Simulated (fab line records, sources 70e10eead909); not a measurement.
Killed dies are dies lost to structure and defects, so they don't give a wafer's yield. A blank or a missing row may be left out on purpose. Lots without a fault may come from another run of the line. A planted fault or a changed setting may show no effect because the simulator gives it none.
Which tool did it? | flow nand_harc | 6 lots, 18 wafers sampled, at 4 steps of a route of 1159

WHAT THE GAUGES READ, wafer by wafer
NHARC_P_GATE_INSPECT_68.
lot  | measured     | on                | raw_defect_count
L350 | day 6 01:56  | defect_inspect-01 | 101 185 176
L355 | day 7 10:37  | defect_inspect-01 | 121 115 226
L359 | day 8 03:17  | defect_inspect-01 | 152 299 238
L362 | day 9 03:55  | defect_inspect-01 | 146 201 101
L366 | day 10 00:05 | defect_inspect-02 | 659 524 613
L371 | day 11 00:15 | defect_inspect-01 | 217 203 158

WHICH TOOL RAN EACH LOT (tool, then ch and the chambers of the sampled wafers, then the start)
lot  | NHARC_P_GATE_STRIP_111               | NHARC_P_GATE_DESCUM_61             | NHARC_P_GATE_STRIP_113
L350 | plasma_asher-01 ch 0,1, day 5 19:56  | rie_diel-08 ch 0,3, day 5 21:11    | plasma_asher-02 ch 0,1, day 5 23:38
L355 | plasma_asher-02 ch 0,1, day 7 04:25  | rie_diel-08 ch 0,1,3, day 7 05:48  | plasma_asher-02 ch 0,1, day 7 08:05
L359 | plasma_asher-01 ch 0,1, day 7 21:24  | rie_diel-08 ch 0,1,2, day 7 22:44  | plasma_asher-02 ch 0,1, day 8 00:48
L362 | plasma_asher-01 ch 0,1, day 8 21:26  | rie_diel-05 ch 1,2,3, day 8 22:46  | plasma_asher-01 ch 0,1, day 9 01:22
L366 | plasma_asher-01 ch 0,1, day 9 17:47  | rie_diel-07 ch 1,3, day 9 19:10    | plasma_asher-02 ch 0,1, day 9 21:33
L371 | plasma_asher-02 ch 0,1, day 10 18:13 | rie_diel-08 ch 0,1,3, day 10 19:35 | plasma_asher-01 ch 0,1, day 10 22:05
- NHARC_P_GATE_STRIP_111: strips in N2/H2, time 250 s.
- NHARC_P_GATE_DESCUM_61: chemistry O2, time 3 s.
- NHARC_P_GATE_STRIP_113: strips in N2/H2, time 740 s.

THE ANSWER, worked out from the rows above alone
Rule: what is usual is taken from the lots themselves. Put in order of their means at a reading, lots are off if they are a third of the lots or fewer, leave a main group of 4 or more, and stand apart from it by a gap of 3 or more times the standard deviation of the main group's means; of several such gaps the widest counts. A main group whose means are all the same, to the digits that the tables above print for the reading, isn't used. A lot without any number at a reading at which 4 lots or more have one is off too. The other lots that the step has rows for count as sound.
Off: L366, at NHARC_P_GATE_INSPECT_68 (raw_defect_count). The main group: mean 176, standard deviation 31.
A tool fits if, at a process step before that reading, it ran every lot that is off, and no sound lot after the first of them. The gauges at NHARC_P_GATE_INSPECT_68 are tried like those tools. Can't be told from this: 4 tools fit, plasma_asher-01 at NHARC_P_GATE_STRIP_111, rie_diel-07 at NHARC_P_GATE_DESCUM_61, plasma_asher-02 at NHARC_P_GATE_STRIP_113, defect_inspect-02 at NHARC_P_GATE_INSPECT_68.

WHAT THE SIMULATOR HAD PUT IN
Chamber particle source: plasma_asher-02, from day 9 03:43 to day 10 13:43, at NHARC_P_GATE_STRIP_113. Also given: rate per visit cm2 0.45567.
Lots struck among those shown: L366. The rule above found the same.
